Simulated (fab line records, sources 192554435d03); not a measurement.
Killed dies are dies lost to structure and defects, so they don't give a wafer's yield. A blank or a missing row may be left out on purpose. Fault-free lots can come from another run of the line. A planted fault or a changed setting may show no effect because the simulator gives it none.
Chamber matching	flow n5-finfet	rie-diel-01 running N5_GATE_CUT_STRIP_42: 4 sister chambers
The step strips in O2. 14 wafers are shown with their chamber, then 7 later ones without.

== WAFERS WITH THEIR CHAMBER ==
wafer	chamber	showerhead-plenum-p-Torr (Torr)	drypump-motor-current-A (A)	throttle-valve-pct (%)
L074.1	0	2.16	5.2	16.59
L074.2	3	2.05	6.2	16.30
L074.3	1	2.09	5.8	16.50
L075.3	3	2.05	6.2	16.30
L075.4	2	2.01	6.1	16.86
L075.6	0	2.16	5.2	16.59
L077.3	3	2.05	6.2	16.32
L077.4	0	2.16	5.2	16.60
L077.6	2	2.01	6.1	16.86
L082.1	2	2.01	6.1	16.89
L082.4	0	2.16	5.2	16.61
L082.5	1	2.09	5.9	16.52
L085.2	2	2.01	6.1	16.89
L085.4	1	2.08	5.8	16.54

SIGNATURES (means of the wafers above)
reading	chamber 0	chamber 1	chamber 2	chamber 3	scatter within a chamber
showerhead-plenum-p-Torr	2.1600	2.0867	2.0100	2.0500	0.00258
drypump-motor-current-A	5.200	5.833	6.100	6.200	0.0258
throttle-valve-pct	16.5975	16.5200	16.8750	16.3067	0.015
Rule: for each reading, subtract the chamber's mean from the wafer's reading, divide by that reading's scatter and square the result; add these up over the readings and take the root, which gives the wafer's distance from the chamber. The wafer belongs to the nearest chamber; if the next one is less than 2 further off, it can't be placed. The scatter: take each reading less its chamber's mean, square it, sum over the shown wafers, divide by the number of wafers less the number of chambers, and take the root.

== WAFERS WITHOUT THEIR CHAMBER ==
wafer	showerhead-plenum-p-Torr (Torr)	drypump-motor-current-A (A)	throttle-valve-pct (%)
L085.6	2.16	5.2	16.64
L091.1	2.01	6.1	16.90
L091.3	2.08	5.8	16.54
L091.4	2.15	5.2	16.67
L096.1	2.15	5.2	16.67
L096.2	2.00	6.1	16.92
L096.4	2.08	5.8	16.55

== CHAMBER TAKEN BY EACH ==
wafer	from the rows above	in truth
L085.6	0	0
L091.1	2	2
L091.3	1	1
L091.4	0	0
L096.1	0	0
L096.2	2	2
L096.4	1	1
7 of 7 placed correctly. Left unplaced by these rows: 0. Number placed wrongly: 0.
